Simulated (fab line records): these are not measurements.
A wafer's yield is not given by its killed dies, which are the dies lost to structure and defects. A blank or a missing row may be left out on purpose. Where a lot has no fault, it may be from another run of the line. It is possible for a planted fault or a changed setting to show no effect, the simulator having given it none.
Matching of chambers :: flow nandHarc :: rieDiel-12 running NHARC_A_SGD_CUT_ETCH_58: 4 sister chambers
The step etches the open film in CF4, target depth 39 nm, time 65 s. 8 wafers are shown with their chamber, then 8 later ones without.

WAFERS WITH THEIR CHAMBER
wafer: L076.6
chamber: 1
drypumpMotorCurrentA (A): 5.4
rfVppV (V): 151.0

wafer: L078.3
chamber: 1
drypumpMotorCurrentA (A): 5.4
rfVppV (V): 149.6

wafer: L083.4
chamber: 3
drypumpMotorCurrentA (A): 6.4
rfVppV (V): 152.6

wafer: L083.5
chamber: 2
drypumpMotorCurrentA (A): 6.4
rfVppV (V): 153.0

wafer: L091.2
chamber: 0
drypumpMotorCurrentA (A): 5.9
rfVppV (V): 149.8

wafer: L091.4
chamber: 2
drypumpMotorCurrentA (A): 6.4
rfVppV (V): 151.7

wafer: L091.6
chamber: 0
drypumpMotorCurrentA (A): 5.9
rfVppV (V): 150.0

wafer: L093.2
chamber: 3
drypumpMotorCurrentA (A): 6.3
rfVppV (V): 152.1

WAFERS WITHOUT THEIR CHAMBER
wafer: L093.3
drypumpMotorCurrentA (A): 5.9
rfVppV (V): 149.2

wafer: L093.4
drypumpMotorCurrentA (A): 6.4
rfVppV (V): 151.4

wafer: L097.3
drypumpMotorCurrentA (A): 5.4
rfVppV (V): 152.0

wafer: L097.4
drypumpMotorCurrentA (A): 6.4
rfVppV (V): 151.0

wafer: L097.6
drypumpMotorCurrentA (A): 6.4
rfVppV (V): 150.6

wafer: L096.3
drypumpMotorCurrentA (A): 5.4
rfVppV (V): 150.6

wafer: L096.4
drypumpMotorCurrentA (A): 6.4
rfVppV (V): 152.0

wafer: L096.5
drypumpMotorCurrentA (A): 6.4
rfVppV (V): 153.0

THE CHAMBER EACH PASSED THROUGH
wafer: L093.3
from the rows above: 0
in truth: 0

wafer: L093.4
from the rows above: can't be placed: 2 or 3
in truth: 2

wafer: L097.3
from the rows above: 1
in truth: 1

wafer: L097.4
from the rows above: can't be placed: 2 or 3
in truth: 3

wafer: L097.6
from the rows above: can't be placed: 2 or 3
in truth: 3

wafer: L096.3
from the rows above: 1
in truth: 1

wafer: L096.4
from the rows above: can't be placed: 2 or 3
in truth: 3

wafer: L096.5
from the rows above: can't be placed: 2 or 3
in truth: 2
3 of 8 placed correctly. Can't be placed from these rows: 5 (the true chamber is among the candidates in 5). Placed wrongly: 0.
How it was worked out, from the rows above alone: a wafer's distance from a chamber is the root of the sum, over the readings, of the square of ((its reading less the chamber's mean) divided by the reading's scatter). The wafer belongs to the nearest chamber; if the next one is less than 2 further off, it can't be placed. For every chamber, the mean is computed from those of its wafers that are shown. The scatter: the root of (the sum of the squares of (reading less its chamber's mean) over the shown wafers, divided by (wafers less chambers)).
